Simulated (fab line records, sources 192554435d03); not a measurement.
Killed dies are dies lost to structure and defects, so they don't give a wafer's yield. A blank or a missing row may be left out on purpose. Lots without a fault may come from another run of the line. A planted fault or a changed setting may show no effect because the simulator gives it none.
Split-lot experiment | flow n5_finfet | 7 lots, 39 wafers read, on a route of 1938 steps

THE SPLIT
At N5_BEOL_M9_TRENCH_ETCH_37 (etches SiCOH lowk in C4F6/O2, target depth 151.43 nm, time 49 s), the setting target_depth_a was moved away from the recipe's 1514.3 angstrom on 15 of the 39 wafers read, by -37.6% to +50.8%. The other wafers ran this setting at the recipe's value.

FROM THE SPLIT TO THE READING: what the file shows between them, 11 steps
- N5_BEOL_M9_ETCH_41: etches SiCN in CH3F/O2, target depth 36.6 nm, time 70.1 s
- N5_BEOL_M9_STRIP_80: strips in N2/H2, time 10 s
- N5_BEOL_M9_OCD_MEAS_38
- N5_BEOL_M9_HM_STRIP_39: strips TiN in peroxide tin strip, target depth 25 nm, time 158 s
- N5_BEOL_M9_SRD_40: time 30 s
- N5_BEOL_M9_ECD_50: material Cu, target thk 318 nm
- N5_BEOL_M9_ANNEAL_51: time 90 s
- N5_BEOL_M9_CMP_52: polishes, stops on SiCOH lowk, t overpolish 7 s, target thk 140 nm
- N5_BEOL_M9_THK_MEAS_53: measures by xrf
- N5_BEOL_M9_PRE_CLEAN_55: time 15 s
- N5_BEOL_M9_DEP_56: deposits SiCN from 3MS/NH3, target thk 15 nm, time 26.5 s

THE READING
M9_RS, in ohm/sq, at N5_BEOL_M9_RS_MEAS_57 (measures by four-point-probe). Fault-free wafers of this fab line usually give 0.153 ohm/sq, standard deviation 0.0047 ohm/sq.

wafer  | tool, chamber at the split | target_depth_a as run, angstrom | against the recipe | M9_RS, ohm/sq | against lot-mates on the recipe
L083.1 | rie_diel-04, 2             | 2100                            | +38.7%             | 0.102         | -0.048
L083.2 | rie_diel-04, 0             | 1514.3                          | recipe             | 0.150         | -
L083.3 | rie_diel-04, 1             | 2100                            | +38.7%             | 0.106         | -0.044
L083.4 | rie_diel-04, 3             | 1514.3                          | recipe             | 0.150         | -
L083.5 | rie_diel-04, 3             | 1514.3                          | recipe             | 0.150         | -
L083.6 | rie_diel-04, 0             | 2100                            | +38.7%             | 0.102         | -0.048
L086.1 | rie_diel-05, 1             | 1019                            | -32.7%             | 0.266         | +0.110
L086.2 | rie_diel-05, 3             | 1019                            | -32.7%             | 0.255         | +0.099
L086.3 | rie_diel-05, 2             | 1019                            | -32.7%             | 0.258         | +0.102
L086.4 | rie_diel-05, 0             | 1514.3                          | recipe             | 0.153         | -
L086.5 | rie_diel-05, 0             | 1514.3                          | recipe             | 0.154         | -
L086.6 | rie_diel-05, 1             | 1514.3                          | recipe             | 0.162         | -
L089.1 | rie_diel-05, 1             | 1514.3                          | recipe             | 0.160         | -
L089.2 | rie_diel-05, 3             | 1514.3                          | recipe             | 0.152         | -
L089.3 | rie_diel-05, 2             | 1229                            | -18.8%             | 0.202         | +0.047
L089.4 | rie_diel-05, 0             | 1229                            | -18.8%             | 0.200         | +0.045
L089.5 | rie_diel-05, 3             | 1514.3                          | recipe             | 0.153         | -
L089.6 | rie_diel-05, 2             | 1229                            | -18.8%             | 0.203         | +0.048
L088.1 | rie_diel-05, 1             | 1514.3                          | recipe             | 0.163         | -
L088.2 | rie_diel-05, 2             | 1514.3                          | recipe             | 0.159         | -
L088.3 | rie_diel-05, 3             | 1514.3                          | recipe             | 0.157         | -
L088.4 | rie_diel-05, 0             | 1514.3                          | recipe             | 0.157         | -
L088.5 | rie_diel-05, 1             | 1514.3                          | recipe             | 0.164         | -
L088.6 | rie_diel-05, 2             | 1514.3                          | recipe             | 0.157         | -
L095.1 | rie_diel-04, 3             | 944.5                           | -37.6%             | 0.269         | +0.117
L095.2 | rie_diel-04, 1             | 944.5                           | -37.6%             | 0.281         | +0.129
L095.3 | rie_diel-04, 0             | 944.5                           | -37.6%             | 0.265         | +0.113
L095.4 | rie_diel-04, 2             | 1514.3                          | recipe             | 0.151         | -
L095.5 | rie_diel-04, 0             | 1514.3                          | recipe             | 0.147         | -
L095.6 | rie_diel-04, 1             | 1514.3                          | recipe             | 0.157         | -
L094.1 | rie_diel-05, 1             | 1514.3                          | recipe             | 0.159         | -
L094.2 | rie_diel-05, 0             | 2283                            | +50.8%             | 0.094         | -0.061
L094.3 | rie_diel-05, 3             | 2283                            | +50.8%             | 0.095         | -0.060
L094.4 | rie_diel-05, 2             | 1514.3                          | recipe             | 0.154         | -
L094.5 | rie_diel-05, 3             | 1514.3                          | recipe             | 0.152         | -
L094.6 | rie_diel-05, 2             | 2283                            | +50.8%             | 0.098         | -0.057
L097.2 | rie_diel-04, 1             | 1514.3                          | recipe             | 0.157         | -
L097.3 | rie_diel-04, 0             | 1514.3                          | recipe             | 0.151         | -
L097.6 | rie_diel-04, 1             | 1514.3                          | recipe             | 0.157         | -

THE FIT
A straight line over all 39 wafers: M9_RS changes by -0.00198 ohm/sq for each +1% of target_depth_a; r = -0.93; the points scatter about the line by 0.018 ohm/sq.
The same after taking each lot's own level away (the mean of its wafers on the recipe; 39 wafers): -0.00197 ohm/sq for each +1%; r = -0.93; scatter 0.019 ohm/sq.
On that fit, the largest move of target_depth_a shifts the reading by 0.1 ohm/sq.
The lots' own levels span 0.1500 to 0.1595 ohm/sq, that is 2.0 times the standard deviation above.
So the lot-to-lot level changes the slope little: the two slopes agree.
Check: with one of the wafers moved furthest among these (+50.8%) left out of the fit, the line predicts -0.0918 ohm/sq for it against its lot-mates. It came out at -0.061 ohm/sq against them.

THE WHOLE CHAIN: every reading that the file lists as answering this split, in the file's order
step                      | what it does                                                       | reading                                                                          | change (the file's fit)                | r (the file's)
N5_BEOL_M9_TRENCH_ETCH_37 | etches SiCOH lowk in C4F6/O2, target depth 151.43 nm, time 49 s    | BEOL_M9.feature_depth_nm (the simulator's own value, which no gauge read)        | +1.5 nm for each +1% of the setting    | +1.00
N5_BEOL_M9_TRENCH_ETCH_37 | etches SiCOH lowk in C4F6/O2, target depth 151.43 nm, time 49 s    | etch.depth_nm (the simulator's own value, which no gauge read)                   | +1.5 nm for each +1% of the setting    | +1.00
N5_BEOL_M9_TRENCH_ETCH_37 | etches SiCOH lowk in C4F6/O2, target depth 151.43 nm, time 49 s    | TiN_of_BEOL_M9_HM_DEP_02.thk_nm (the simulator's own value, which no gauge read) | -0.0425 nm for each +1% of the setting | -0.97
N5_BEOL_M9_OCD_MEAS_38    |                                                                    | trench_depth_nm                                                                  | +1.51 nm for each +1% of the setting   | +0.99
N5_BEOL_M9_CMP_52         | polishes, stops on SiCOH lowk, t overpolish 7 s, target thk 140 nm | Cu_of_BEOL_M9_ECD_50.thk_nm (the simulator's own value, which no gauge read)     | +1.5 nm for each +1% of the setting    | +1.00
N5_BEOL_M9_THK_MEAS_53    | measures by xrf                                                    | M9_THK                                                                           | +1.49 for each +1% of the setting      | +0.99
N5_BEOL_M9_RS_MEAS_57     | measures by four-point-probe                                       | M9_RS                                                                            | -0.00196 for each +1% of the setting   | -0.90

THE FILE'S OWN FIT
M9_RS changes by -0.00196 ohm/sq for each +1% of target_depth_a, r = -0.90.
